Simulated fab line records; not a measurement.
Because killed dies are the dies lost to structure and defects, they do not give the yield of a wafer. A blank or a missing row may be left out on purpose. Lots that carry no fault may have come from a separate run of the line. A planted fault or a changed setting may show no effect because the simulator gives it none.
fab line records -- flow n5_finfet
record: lots: 6, wafers: 18, last_day: 18
route steps=1938 shown BEOL_M1@767 BEOL_M4@1111 PASSIVATION@1936
lots with no fault: from the same line, run without faults
start_h: start of the lot's first displayed wafer, in hours after the record's first day -- wait_h: how many hours have passed since the lot's step before this one -- " repeats the value in the row above -- L1.1+2: a row that stands for several wafers -- - no value present, or no start provided -- * or withheld: withheld -- < > ~ a bound
route shown NAME@n: names a module that has steps shown in the file, with the first one's number in the route -- usual: mean/standard deviation of fault-free wafers -- same: alike in all rows -- chamber/n: place in a boat -- sites: the reading at each site -- _std_site: how widely they spread, as a standard deviation -- _edge_site: the outer-site mean with the inner-site mean subtracted -- radius_mm: how far each site lies from the wafer's centre -- mask NAME#n: copy n -- behind: tool/chamber where the wafer was last shaped -- hold: the reason the lot was held/the length of the hold in hours/how it ended -- device: the n, p or np transistor that did not switch -- end of line: the tests these same wafers got at the end of their route -- for a step that has no rows: nothing shown but its recipe -- killed: at the first sort, the dies lost to defects and structure; wafer yield is something else -- map: per-die view of a wafer (x killed, . not killed, _ where there is no die)
set.NAME: the setting the step ran with; set.NAME@STEP: the setting that earlier step ran with -- model.NAME: the simulator's own value behind a step, which no gauge read
lots seen at some steps along the route; tables by step, rows by wafer
services: from which hour (start_h, from the record's first day; less than 0 if before it) a tool's chamber was out of use, for how many hours, and why
== steps ==
step: N5_BEOL_M1_DESCUM_16
recipe: chemistry: O2, time_s: 7, source_power_w: 50, bias_power_w: 20, pressure_mtorr: 20, rf_frequency_hz: 2.712e+07, temp_c: 40, resist: CAR-EUV, o2_flow_sccm: 225
step: N5_BEOL_M1_ETCH_74
recipe: chemistry: N2/H2, target: underlayer, target_depth_a: 65, mask_material: CAR-EUV, time_s: 5.2, ion_energy_ev: 200, pressure_mtorr: 30, source_w: 840, bias_w: 150, n2_flow_sccm: 200, h2_flow_sccm: 200, ends: cleared
step: N5_BEOL_M1_ETCH_63
recipe: chemistry: CF4, target: SiARC, target_depth_a: 156, mask_material: CAR-EUV, time_s: 26, ion_energy_ev: 80, pressure_mtorr: 40, source_w: 545, bias_w: 36, Ar_flow_sccm: 100, cf4_flow_sccm: 100, ends: cleared
usual: drypump_motor_current_A: 5.7/0.42, etch_rf_on_time_s: 26.0/0.41, oes_product_au: 0.67/0.074, rf_vpp_V: 184.0/1.1, showerhead_plenum_p_Torr: 2.13/0.063, throttle_valve_pct: 15.70/0.22
lot.wafer,tool,chamber,start_h,wait_h,drypump_motor_current_A,etch_rf_on_time_s,oes_product_au,rf_hours_counter_h,rf_vpp_V,showerhead_plenum_p_Torr,throttle_valve_pct
L469.1,rie_diel-05,3,173.50,0.0,5.6,26.1,0.71,83,183.8,2.08,15.35
L469.2,rie_diel-05,0,173.50,0.0,6.0,27.0,0.61,192,184.4,2.21,16.04
L469.4,rie_diel-05,1,173.50,0.0,5.5,25.8,0.62,184,184.0,2.04,15.75
L472.2,rie_diel-04,3,192.08,0.0,5.1,26.0,0.66,146,183.3,2.15,15.90
L472.4,rie_diel-04,1,192.08,0.0,5.9,25.9,0.58,236,184.3,2.20,15.81
L472.6,rie_diel-04,1,192.08,0.0,5.9,25.8,0.58,-,185.4,2.20,15.83
L480.2,rie_diel-04,2,245.27,0.0,6.5,25.5,0.79,20,183.2,2.09,15.65
L480.3,rie_diel-04,3,245.27,0.0,5.1,25.9,0.65,162,184.3,2.14,15.92
L480.6,rie_diel-04,3,245.27,0.0,5.1,25.9,0.65,-,184.3,2.14,15.94
L481.1,rie_diel-05,3,259.97,0.0,5.6,26.2,0.69,112,182.8,2.07,15.40
L481.3,rie_diel-05,0,259.97,0.0,6.0,27.0,0.60,219,184.0,2.20,16.09
L481.5,rie_diel-05,3,259.97,0.0,5.6,26.1,0.69,-,183.3,2.07,15.40
L482.2,rie_diel-05,0,269.36,0.0,6.0,27.2,0.59,221,186.2,2.20,16.09
L482.3,rie_diel-05,2,269.36,0.0,5.1,26.6,0.70,72,184.4,2.17,15.55
L482.4,rie_diel-05,1,269.36,0.0,5.5,25.8,0.59,213,183.0,2.03,15.80
L483.2,rie_diel-04,3,270.48,0.0,5.1,26.1,0.64,174,183.1,2.14,15.97
L483.4,rie_diel-04,2,270.48,0.0,6.5,25.7,0.77,32,184.4,2.08,15.66
L483.6,rie_diel-04,2,270.48,0.0,6.6,25.4,0.77,-,183.9,2.08,15.66
step: N5_BEOL_M1_ETCH_64
recipe: chemistry: N2/H2, target: SOC, target_depth_a: 750, overetch_a: 150, mask_material: SiARC, temp_c: 40, time_s: 112.5, ion_energy_ev: 200, pressure_mtorr: 30, source_w: 840, bias_w: 150, n2_flow_sccm: 200, h2_flow_sccm: 200
usual: drypump_motor_current_A: 5.7/0.41, oes_product_au: 0.62/0.064, rf_vpp_V: 523.5/2.3, showerhead_plenum_p_Torr: 2.53/0.077, throttle_valve_pct: 17.86/0.25
lot.wafer,tool,chamber,start_h,wait_h,drypump_motor_current_A,oes_product_au,rf_hours_counter_h,rf_vpp_V,showerhead_plenum_p_Torr,throttle_valve_pct
L469.1,rie_diel-05,3,173.53,0.0,5.7,0.67,83,523.1,2.47,17.50
L469.2,rie_diel-05,0,173.53,0.0,6.0,0.57,192,525.5,2.63,18.22
L469.4,rie_diel-05,1,173.53,0.0,5.5,0.57,184,519.8,2.42,18.00
L472.2,rie_diel-04,3,192.11,0.0,5.1,0.61,146,524.2,2.55,18.14
L472.4,rie_diel-04,1,192.11,0.0,5.9,0.54,236,526.3,2.62,17.90
L472.6,rie_diel-04,1,192.11,0.0,5.9,0.53,-,525.8,2.62,17.91
L480.2,rie_diel-04,2,245.30,0.0,6.6,0.72,20,521.2,2.47,17.86
L480.3,rie_diel-04,3,245.30,0.0,5.1,0.60,162,524.7,2.55,18.17
L480.6,rie_diel-04,3,245.30,0.0,5.1,0.60,-,524.8,2.55,18.18
L481.1,rie_diel-05,3,260.00,0.0,5.6,0.64,112,520.5,2.46,17.56
L481.3,rie_diel-05,0,260.00,0.0,6.0,0.56,219,526.5,2.62,18.27
L481.5,rie_diel-05,3,260.00,0.0,5.7,0.64,-,520.0,2.46,17.56
L482.2,rie_diel-05,0,269.39,0.0,6.0,0.56,221,524.9,2.62,18.28
L482.3,rie_diel-05,2,269.39,0.0,5.1,0.66,72,525.0,2.56,17.62
L482.4,rie_diel-05,1,269.39,0.0,5.5,0.55,213,520.1,2.41,18.05
L483.2,rie_diel-04,3,270.51,0.0,5.1,0.60,174,521.5,2.54,18.20
L483.4,rie_diel-04,2,270.51,0.0,6.5,0.70,32,520.1,2.47,17.89
L483.6,rie_diel-04,2,270.51,0.0,6.5,0.70,-,520.5,2.47,17.87
step: N5_BEOL_M1_STRIP_65
recipe: chemistry: N2/H2, temp_c: 40, n2_flow_sccm: 200, h2_flow_sccm: 200, rf_frequency_hz: 6e+07
step: N5_BEOL_M1_STRIP_75
recipe: chemistry: N2/H2, temp_c: 40, n2_flow_sccm: 200, h2_flow_sccm: 200, rf_frequency_hz: 6e+07
step: N5_BEOL_M1_STRIP_66
recipe: chemistry: CF4, resist: SiARC, power_w: 300, bias_power_w: 75, pressure_mtorr: 50, cf4_flow_sccm: 150, rf_frequency_hz: 6e+07
usual: drypump_motor_current_A: 5.7/0.42, oes_product_au: 0.77/0.08, rf_vpp_V: 270.9/1.4, showerhead_plenum_p_Torr: 1.79/0.051, throttle_valve_pct: 13.68/0.23
lot.wafer,tool,chamber,start_h,wait_h,drypump_motor_current_A,oes_product_au,rf_hours_counter_h,rf_vpp_V,showerhead_plenum_p_Torr,throttle_valve_pct
L469.1,rie_diel-05,3,173.66,0.0,5.6,0.83,83,269.0,1.75,13.36
L469.2,rie_diel-05,0,173.66,0.0,6.0,0.72,192,272.7,1.85,14.02
L469.4,rie_diel-05,1,173.66,0.0,5.5,0.70,184,269.5,1.72,13.74
L472.2,rie_diel-04,3,192.24,0.0,5.1,0.76,146,270.5,1.80,13.85
L472.4,rie_diel-04,1,192.24,0.0,5.9,0.68,236,272.7,1.84,13.83
L472.6,rie_diel-04,1,192.24,0.0,5.9,0.68,-,271.7,1.84,13.82
L480.2,rie_diel-04,2,245.43,0.0,6.5,0.89,20,270.0,1.75,13.59
L480.3,rie_diel-04,3,245.43,0.0,5.1,0.75,162,271.8,1.79,13.90
L480.6,rie_diel-04,3,245.43,0.0,5.1,0.75,-,271.1,1.79,13.89
L481.1,rie_diel-05,3,260.13,0.0,5.6,0.80,112,269.8,1.74,13.41
L481.3,rie_diel-05,0,260.13,0.0,6.0,0.71,219,270.9,1.84,14.07
L481.5,rie_diel-05,3,260.13,0.0,5.6,0.80,-,269.1,1.74,13.42
L482.2,rie_diel-05,0,269.52,0.0,5.9,0.70,221,272.9,1.84,14.09
L482.3,rie_diel-05,2,269.52,0.0,5.1,0.83,72,270.2,1.82,13.49
L482.4,rie_diel-05,1,269.52,0.0,5.5,0.68,213,268.6,1.71,13.78
L483.2,rie_diel-04,3,270.63,0.0,5.1,0.74,174,272.3,1.79,13.90
L483.4,rie_diel-04,2,270.63,0.0,6.5,0.87,32,271.3,1.75,13.61
L483.6,rie_diel-04,2,270.63,0.0,6.5,0.88,-,270.5,1.75,13.61
step: N5_BEOL_M1_HM_OPEN_17
recipe: chemistry: Cl2/BCl3, target_depth_a: 200, overetch_a: 60, target: TiN, mask_material: SOC, ion_energy_ev: 150, pressure_mtorr: 10, icp_w: 1000, bias_w: 126, Cl2_flow_sccm: 53.25, bcl3_flow_sccm: 21.75, Ar_flow_sccm: 25
usual: drypump_motor_current_A: 5.7/0.56, oes_product_au: 0.63/0.089, throttle_valve_pct: 22.25/0.19
lot.wafer,tool,chamber,start_h,wait_h,drypump_motor_current_A,oes_product_au,rf_hours_counter_h,throttle_valve_pct
L469.1,rie_metal-01,0,173.70,0.0,5.5,0.83,0,22.26
L469.2,rie_metal-01,1,173.70,0.0,6.2,0.70,28,22.39
L469.4,rie_metal-01,1,173.70,0.0,6.2,0.70,-,22.41
L472.2,rie_metal-02,0,192.28,0.0,4.8,0.54,105,21.98
L472.4,rie_metal-02,0,192.28,0.0,4.8,0.54,-,22.01
L472.6,rie_metal-02,1,192.28,0.0,6.2,0.54,-,22.42
L480.2,rie_metal-02,1,245.47,0.0,6.2,0.54,102,22.42
L480.3,rie_metal-02,0,245.47,0.0,4.8,0.53,-,22.02
L480.6,rie_metal-02,0,245.47,0.0,4.8,0.53,-,22.00
L481.1,rie_metal-01,0,260.17,0.0,5.5,0.77,8,22.30
L481.3,rie_metal-01,1,260.17,0.0,6.2,0.69,-,22.41
L481.5,rie_metal-01,1,260.17,0.0,6.2,0.69,-,22.40
L482.2,rie_metal-02,0,269.56,0.0,4.8,0.53,114,22.02
L482.3,rie_metal-02,0,269.56,0.0,4.8,0.53,-,22.00
L482.4,rie_metal-02,1,269.56,0.0,6.2,0.54,-,22.42
L483.2,rie_metal-03,0,270.68,0.0,5.6,0.68,33,22.31
L483.4,rie_metal-03,0,270.68,0.0,5.6,0.69,-,22.32
L483.6,rie_metal-03,1,270.68,0.0,5.7,0.65,-,22.00
step: N5_BEOL_M1_STRIP_19
recipe: chemistry: O2, power_w: 400, temp_c: 40, pressure_mtorr: 30, rf_frequency_hz: 6e+07, bias_power_w: 0, overash_fraction: 0.2, o2_flow_sccm: 225
usual: drypump_motor_current_A: 5.7/0.42, oes_product_au: 0.77/0.087, rf_vpp_V: 3.6/0.47, showerhead_plenum_p_Torr: 2.09/0.058, throttle_valve_pct: 16.78/0.23
lot.wafer,tool,chamber,start_h,wait_h,drypump_motor_current_A,oes_product_au,rf_hours_counter_h,rf_vpp_V,showerhead_plenum_p_Torr,throttle_valve_pct
L469.1,rie_diel-05,2,173.90,0.2,5.1,0.87,49,3.1,2.12,16.50
L469.2,rie_diel-05,1,173.90,0.2,5.5,0.71,184,3.8,2.00,16.83
L469.4,rie_diel-05,0,173.90,0.2,6.0,0.72,192,3.2,2.17,17.08
L472.2,rie_diel-04,1,192.40,0.1,5.9,0.67,236,3.3,2.15,16.80
L472.4,rie_diel-04,0,192.40,0.1,5.6,0.83,64,3.2,2.05,16.72
L472.6,rie_diel-04,1,192.40,0.1,5.9,0.68,-,4.2,2.15,16.81
L480.2,rie_diel-04,3,245.58,0.1,5.1,0.75,162,4.1,2.09,16.96
L480.3,rie_diel-04,0,245.58,0.1,5.6,0.81,79,3.5,2.04,16.76
L480.6,rie_diel-04,0,245.58,0.1,5.6,0.81,-,3.5,2.04,16.75
L481.1,rie_diel-05,2,260.28,0.1,5.1,0.84,70,3.9,2.11,16.55
L481.3,rie_diel-05,0,260.28,0.1,6.0,0.70,219,4.3,2.16,17.14
L481.5,rie_diel-05,1,260.28,0.1,5.5,0.69,-,4.2,1.99,16.87
L482.2,rie_diel-04,2,269.85,0.3,6.5,0.90,32,3.2,2.04,16.80
L482.3,rie_diel-04,1,269.85,0.3,5.9,0.98,1,3.1,2.14,16.31
L482.4,rie_diel-04,0,269.85,0.3,5.6,0.79,90,4.1,2.04,16.77
L483.2,rie_diel-05,3,270.79,0.1,5.7,0.80,114,3.4,2.03,16.50
L483.4,rie_diel-05,0,270.79,0.1,6.0,0.70,222,3.8,2.16,17.15
L483.6,rie_diel-05,3,270.79,0.1,5.7,0.80,-,3.7,2.03,16.50
step: N5_BEOL_M1_CD_MEAS_18
recipe: pitch_nm: 36, target_cd_nm: 18
usual: cd_nm: 18.0/0.31
lot.wafer,tool,chamber,start_h,wait_h,cd_nm
L469.1,cd_sem-02,-,173.97,0.0,17.9
L469.2,cd_sem-02,-,173.97,0.0,17.9
L469.4,cd_sem-02,-,173.97,0.0,18.0
L472.2,cd_sem-01,-,192.47,0.1,18.4
L472.4,cd_sem-01,-,192.47,0.1,17.7
L472.6,cd_sem-01,-,192.47,0.1,18.3
L480.2,cd_sem-03,-,245.65,0.1,18.0
L480.3,cd_sem-03,-,245.65,0.1,18.3
L480.6,cd_sem-03,-,245.65,0.1,18.3
L481.1,cd_sem-03,-,260.35,0.0,17.7
L481.3,cd_sem-03,-,260.35,0.0,17.8
L481.5,cd_sem-03,-,260.35,0.0,17.6
L482.2,cd_sem-01,-,269.92,0.1,17.2
L482.3,cd_sem-01,-,269.92,0.1,18.1
L482.4,cd_sem-01,-,269.92,0.1,17.8
L483.2,cd_sem-02,-,270.86,0.1,18.4
L483.4,cd_sem-02,-,270.86,0.1,18.4
L483.6,cd_sem-02,-,270.86,0.1,18.1
step: N5_BEOL_M1_COAT_67
recipe: resist: SOC, temp_c: 250, time_s: 60, spin_rpm: 1500, resist_thk_nm: 60
step: N5_BEOL_M1_COAT_68
recipe: resist: SiARC, temp_c: 220, time_s: 60, spin_rpm: 1500, resist_thk_nm: 12
step: N5_BEOL_M1_COAT_76
recipe: resist: underlayer, temp_c: 205, time_s: 60, spin_rpm: 1500, resist_thk_nm: 5
usual: heater_power_total_W: 391.6/1.3, plate_temp_C: 205.00/0.16
lot.wafer,tool,chamber,start_h,wait_h,heater_power_total_W,plate_temp_C
L469.1,litho_track-03,0,174.01,-,392.6,205.14
L469.2,litho_track-03,0,174.01,-,393.4,205.16
L469.4,litho_track-03,0,174.01,-,392.6,205.32
L472.2,litho_track-05,0,192.51,-,390.1,204.81
L472.4,litho_track-05,0,192.51,-,389.7,204.87
L472.6,litho_track-05,0,192.51,-,393.3,205.05
L480.2,litho_track-05,0,245.69,-,404.2,211.26
L480.3,litho_track-05,0,245.69,-,408.7,211.39
L480.6,litho_track-05,0,245.69,-,406.8,211.37
L481.1,litho_track-05,0,260.39,-,409.1,211.35
L481.3,litho_track-05,0,260.39,-,409.5,211.41
L481.5,litho_track-05,0,260.39,-,408.6,211.24
L482.2,litho_track-03,0,269.96,-,392.9,204.93
L482.3,litho_track-03,0,269.96,-,393.0,204.90
L482.4,litho_track-03,0,269.96,-,390.4,204.86
L483.2,litho_track-04,0,270.90,-,390.1,204.96
L483.4,litho_track-04,0,270.90,-,391.5,205.07
L483.6,litho_track-04,0,270.90,-,390.2,205.16
step: N5_BEOL_M1_COAT_22
recipe: resist: CAR-EUV, spin_rpm: 1500, resist_thk_nm: 30
step: N5_BEOL_M4_RC_MEAS_101
usual: DIBL_N: 36.4/1.2, DIBL_P: 36.1/1.6, IOFF_N: 0.156/0.024, IOFF_P: 0.21/0.031, ION_N: 674/11, ION_P: 463/6.9, SS_N: 71.5/0.5, SS_P: 73.2/0.55, VT_N: 250.0/2.9, VT_P: -250/3.6
lot.wafer,tool,chamber,start_h,wait_h,DIBL_N[mV/V],DIBL_P[mV/V],IOFF_N[nA/um],IOFF_P[nA/um],ION_N[uA/um],ION_P[uA/um],SS_N[mV/dec],SS_P[mV/dec],VT_N[mV],VT_P[mV]
L469.1,prober-02,0,222.04,0.0,37.5,36.4,0.172,0.22,685,467,71.2,73.5,246.1,-250
L469.2,prober-02,0,222.04,0.0,37.3,35.5,0.169,0.21,681,462,71.3,73.1,249.6,-248
L469.4,prober-02,0,222.04,0.0,36.9,35.9,0.167,0.21,681,466,71.2,73.2,246.6,-248
L472.2,prober-01,0,227.44,0.2,35.3,34.5,0.137,0.20,660,460,71.8,72.8,252.2,-252
L472.4,prober-01,0,227.44,0.2,33.5,31.6,0.109,0.17,656,457,70.6,71.7,255.9,-253
L472.6,prober-01,0,227.44,0.2,35.7,34.9,0.156,0.21,666,457,71.6,73.5,250.9,-250
L480.2,prober-02,0,284.45,0.2,37.4,38.8,0.187,0.26,689,474,71.5,73.7,247.1,-247
L480.3,prober-02,0,284.45,0.2,35.6,36.8,0.164,0.22,685,473,70.4,73.7,246.6,-245
L480.6,prober-02,0,284.45,0.2,34.8,35.7,0.144,0.20,681,471,70.6,73.1,250.7,-247
L481.1,prober-02,0,300.83,0.0,36.3,35.0,0.132,0.18,678,460,70.2,72.7,252.7,-253
L481.3,prober-02,0,300.83,0.0,35.9,34.9,0.130,0.17,667,454,71.5,72.4,253.0,-257
L481.5,prober-02,0,300.83,0.0,36.5,35.0,0.133,0.18,671,462,71.3,73.5,252.2,-254
L482.2,prober-02,0,314.79,0.2,36.5,37.3,0.168,0.22,673,464,71.8,73.5,247.5,-250
L482.3,prober-02,0,314.79,0.2,38.1,38.8,0.196,0.24,689,466,71.8,74.1,246.7,-246
L482.4,prober-02,0,314.79,0.2,35.9,35.8,0.140,0.19,659,459,71.7,73.5,252.1,-250
L483.2,prober-01,0,314.90,0.2,37.0,36.9,0.183,0.20,695,463,72.7,73.8,246.0,-251
L483.4,prober-01,0,314.90,0.2,36.7,36.2,0.167,0.18,680,458,71.1,73.9,249.4,-254
L483.6,prober-01,0,314.90,0.2,35.6,35.2,0.154,0.17,679,457,72.1,73.0,247.6,-254
step: N5_PASSIVATION_PROBE_49
usual: defect_limited_yield: 91.4/1.5, killed_at_M0_to_M3: 31/11, killed_at_M4_up: 13/5.5, killed_at_contacts: 13/6.3, killed_at_front_end: 40/13, killed_at_other: 3.3/2.6, killed_dies: 101/18, killed_open: 67/13, killed_short: 33/7.9, sort_bin_5_function: 5.1/1, sort_bin_6_memory: 3.2/0.68, sort_n_pass: 1079/18, sort_yield_pct: 91.4/1.5
same: gross_dies: 1180, killed_at_back_side: 0, sort_bin_4_leakage[%]: 0, sort_bin_8_speed[%]: 0
lot.wafer,tool,chamber,start_h,wait_h,defect_limited_yield[%],killed_at_M0_to_M3,killed_at_M4_up,killed_at_contacts,killed_at_front_end,killed_at_other,killed_dies,killed_open,killed_short,sort_bin_5_function[%],sort_bin_6_memory[%],sort_n_pass,sort_yield_pct[%]
L472.2,prober-02,-,333.43,0.1,93.9,15,7,13,34,3,72,42,30,3.9,2.1,1108,93.9
L472.4,prober-02,-,333.53,0.2,89.8,37,16,18,43,6,120,82,38,6.3,3.6,1060,89.8
L472.6,prober-02,-,333.63,0.3,94.1,12,10,18,26,4,70,47,23,3.4,2.2,1110,94.1
L481.1,prober-02,-,406.13,0.2,91.2,42,18,5,38,1,104,67,37,5.6,3.0,1076,91.2
L481.3,prober-02,-,406.23,0.3,92.7,32,20,4,28,2,86,69,15,4.7,2.5,1094,92.7
L481.5,prober-02,-,406.33,0.4,91.0,52,15,3,35,1,106,70,36,4.8,3.7,1074,91.0
killed by level:class
L472.2 MOL_CONTACT_COAG:geometric_particle:open=12 FIN_SAQP:geometric_particle:short=11 STI_FIN_REVEAL:geometric_particle:open=9 GATE_CUT:geometric_particle:short=6 BEOL_M2:geometric_particle:open=4 FIN_SAQP:geometric_particle:open=3 BEOL_M0_SAQP:geometric_particle:short=3 BEOL_M5:geometric_particle:open=3
L472.4 MOL_CONTACT_COAG:geometric_particle:open=17 FIN_SAQP:geometric_particle:open=15 FIN_SAQP:geometric_particle:short=11 BEOL_M0_SAQP:geometric_particle:short=9 BEOL_M3:geometric_particle:open=8 BEOL_M5:geometric_particle:open=6 BEOL_M0_SAQP:geometric_particle:open=6 BEOL_M0:geometric_particle:open=5
L472.6 MOL_CONTACT_COAG:geometric_particle:open=17 FIN_SAQP:geometric_particle:short=7 STI_FIN_REVEAL:geometric_particle:open=4 FIN_SAQP:geometric_particle:open=3 BEOL_M0:geometric_particle:open=3 BEOL_M2:geometric_particle:open=3 BEOL_M3:geometric_particle:open=3 BEOL_M7:geometric_particle:open=3
L481.1 BEOL_M0_SAQP:geometric_particle:open=12 ILD0:geometric_particle:open=8 BEOL_M2:geometric_particle:open=8 BEOL_M1:geometric_particle:short=7 BEOL_M0_SAQP:geometric_particle:short=6 GATE_CUT:geometric_particle:short=5 MOL_CONTACT_COAG:geometric_particle:open=5 BEOL_M5:geometric_particle:open=5
L481.3 BEOL_M2:geometric_particle:open=10 BEOL_M1:geometric_particle:open=7 BEOL_M7:geometric_particle:open=6 BEOL_M0:geometric_particle:open=5 DUMMY_GATE:geometric_particle:open=4 GATE_CUT:geometric_particle:open=4 BEOL_M0_SAQP:geometric_particle:open=4 BEOL_M5:geometric_particle:open=4
L481.5 BEOL_M3:geometric_particle:open=15 BEOL_M1:geometric_particle:open=11 BEOL_M2:geometric_particle:open=11 GATE_CUT:geometric_particle:short=8 GATE_CUT:geometric_particle:open=6 BEOL_M0_SAQP:geometric_particle:short=6 BEOL_M4:geometric_particle:open=6 STARTING-WAFER:geometric_particle:short=5
== services ==
tool,chamber,start_h,hours,kind
rie_diel-04,0,150.26,5.2,repair
rie_diel-04,2,155.76,-,clean
rie_diel-04,2,155.76,-,consumable_replace:esc
rie_diel-04,2,155.76,-,consumable_replace:focus_ring
rie_diel-04,2,155.76,18.5,scheduled_down
rie_diel-04,2,155.76,18.5,vent_cycle
rie_metal-03,-,208.83,0.7,repair
rie_metal-02,1,223.28,6.9,repair
rie_diel-04,1,244.83,-,clean
rie_diel-04,1,244.83,-,consumable_replace:focus_ring
rie_diel-04,1,244.83,22.6,scheduled_down
rie_diel-04,1,244.83,22.6,vent_cycle
== key ==
first_sign: step: N5_BEOL_M1_COAT_76, reading: plate_temp_C, direction: up, sigmas: 40, usual: *, struck: *
effect: step: N5_BEOL_M1_COAT_76, reading: heater_power_total_W, direction: up, sigmas: 12, usual: *, struck: *
met_at N5_BEOL_M1_COAT_76
struck_wafers L480.2,L480.3,L480.6,L481.1,L481.3,L481.5
onset_between 192.51 245.69
fault: kind: process_parameter_drift, tool: litho_track-05, chamber: -, onset_h: 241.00, steps: N5_BEOL_M1_COAT_76, channel: temp_c, offset: *, shape: step, end_h: 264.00, acts_in: *, stated: *
